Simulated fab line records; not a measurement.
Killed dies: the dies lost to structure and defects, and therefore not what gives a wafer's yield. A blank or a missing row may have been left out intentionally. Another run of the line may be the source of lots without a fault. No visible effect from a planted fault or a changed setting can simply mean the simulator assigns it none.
Struck lot and sound lot, side by side | flow n5_finfet | 29 out of 1938 route steps
Sound: these wafers, L372.1, L372.2, L372.3. Wafers L378.2, L378.4, L378.5 were the ones struck. The cause comes at the end.
At each step with rows: each side's tool, then ch and its chambers, then its first start. Under that, the readings that differ: sound wafers | struck wafers | difference of the means | sigmas: that difference in standard deviations of wafers without a fault.
alike: same words and numbers on both sides, and readings whose means sit less than 2 such deviations apart. not compared: any withheld reading, any reading some wafer has no value for, any bound like >300 that may hide the same value, and any number with overlapping values for which the record gives no deviation.
A row with sigmas, a row that says differs or no value, or rows on one side alone: a step with any of these is where the two part. When numbers do not overlap yet have no deviation, they are printed without sigmas and do not part them. Lack of a reading on every wafer of one side parts them only where that side has two or more wafers.

first, 10 steps without rows for these wafers: N5_MOL_CONTACT_COAG_DESCUM_88 (chemistry O2, time 7 s); N5_MOL_CONTACT_COAG_ETCH_89 (etches underlayer in N2/H2, target depth 13 nm, time 10.4 s); N5_MOL_CONTACT_COAG_ETCH_90 (etches SiARC in CF4, target depth 13 nm, time 21.7 s); N5_MOL_CONTACT_COAG_ALD_131 (deposits SiO2, target thk 5 nm, pulse time 1 s, co reactant pulse time 1 s); N5_MOL_CONTACT_COAG_ETCHBACK_132 (etches SiO2 in CHF3, target depth 10 nm, time 6.7 s); N5_MOL_CONTACT_COAG_ETCH_91 (etches SOC in N2/H2, target depth 60 nm, overetch 21 nm, time 101.2 s); N5_MOL_CONTACT_COAG_STRIP_92 (strips in N2/H2); N5_MOL_CONTACT_COAG_STRIP_93 (strips in N2/H2); N5_MOL_CONTACT_COAG_ETCHBACK_135 (etches SiO2 in CHF3, target depth 25 nm, time 16.7 s); N5_MOL_CONTACT_COAG_STRIP_118 (strips in CHF3).
N5_MOL_CONTACT_COAG_VIA_ETCH_46: etches SiO2 in C4F6/O2, target depth 46 nm, overetch 9.2 nm, time 40 s.
  sound on rie_diel-02 ch 0,1,2, day 7 04:36; struck on rie_diel-02 ch 1,3, day 8 16:38
  alike: drypump_motor_current_A, oes_product_au, rf_vpp_V, showerhead_plenum_p_Torr, throttle_valve_pct
  not compared: rf_hours_counter_h
then, 14 steps without rows for these wafers: N5_MOL_CONTACT_COAG_STRIP_96 (strips in N2/H2); N5_MOL_CONTACT_COAG_ETCH_47 (etches SiNx in CH3F/O2, stops on W, target depth 27 nm); N5_MOL_CONTACT_COAG_STRIP_119 (strips in N2/H2, time 30 s); N5_MOL_CONTACT_COAG_PRECLEAN_144 (cleans in alkaline clean, time 60 s); N5_MOL_CONTACT_COAG_SRD_145 (time 30 s); N5_MOL_CONTACT_COAG_COAT_62 (time 60 s, resist thk 60 nm); N5_MOL_CONTACT_COAG_COAT_63 (time 60 s, resist thk 10 nm); N5_MOL_CONTACT_COAG_COAT_64 (time 60 s, resist thk 10 nm); N5_MOL_CONTACT_COAG_COAT_34 (resist thk 40 nm); N5_MOL_CONTACT_COAG_EBR_36; N5_MOL_CONTACT_COAG_SOFTBAKE_35 (time 60 s); N5_MOL_CONTACT_COAG_EXPOSE_37 (exposes mask VD, defocus 0 nm); N5_MOL_CONTACT_COAG_PEB_38 (peb time 60 s); N5_MOL_CONTACT_COAG_DEVELOP_39 (develop time 30 s).
N5_MOL_CONTACT_COAG_INSPECT_42: inspects for defects (brightfield).
  struck on defect_inspect-01, day 8 17:30; sound on defect_inspect-01, day 7 05:20
  reading          | sound       | struck      | difference | sigmas
  raw_defect_count | 226 172 204 | 606 624 595 | +408       | +7
then, 1 step without rows for these wafers: N5_MOL_CONTACT_COAG_DESCUM_45 (chemistry O2, time 7 s).
-- record jumps: 3 days separate the struck wafers' starts on either side; left off in module MOL_CONTACT_COAG, taken up again in module BEOL_M4, whose first shown step is the route's number 1111 --
N5_BEOL_M4_RC_MEAS_101:
  sound on prober-01 ch 0, day 10 05:16; struck on prober-02 ch 0, day 12 05:01
  alike: DIBL_N, DIBL_P, IOFF_N, IOFF_P, ION_N, ION_P, SS_N, SS_P, VT_N, VT_P
-- the record jumps here: 5 days lie between the struck wafers' starts before and after (it left off in module BEOL_M4 and takes up again in module PASSIVATION, whose first step shown is number 1936 of the route) --
N5_PASSIVATION_PROBE_49:
  struck on prober-02, day 17 05:01; sound on prober-02, day 15 12:53
  reading                  | sound          | struck         | difference | sigmas
  defect_limited_yield (%) | 90.1 92.8 91.9 | 82.2 83.6 79.6 | -9.8       | -7
  killed_at_contacts       | 8 7 20         | 130 102 115    | +104       | +19
  killed_dies              | 117 85 96      | 210 194 241    | +116       | +6
  killed_on_rim            | 14 13 11       | 29 29 34       | +18        | +5
  sort_bin_5_function (%)  | 5.7 4.0 4.1    | 10.8 11.2 13.9 | +7.4       | +7
  sort_n_pass              | 1063 1095 1084 | 970 986 939    | -116       | -6
  sort_yield_pct (%)       | 90.1 92.8 91.9 | 82.2 83.6 79.6 | -9.8       | -7
  alike: killed_at_M0_to_M3, killed_at_M4_up, killed_at_front_end, killed_at_other, killed_open, killed_short, sort_bin_6_memory

== WHERE THEY PART ==
At N5_MOL_CONTACT_COAG_INSPECT_42 first; at N5_PASSIVATION_PROBE_49 last (within this record only).

WHY: what had been put in by the simulator
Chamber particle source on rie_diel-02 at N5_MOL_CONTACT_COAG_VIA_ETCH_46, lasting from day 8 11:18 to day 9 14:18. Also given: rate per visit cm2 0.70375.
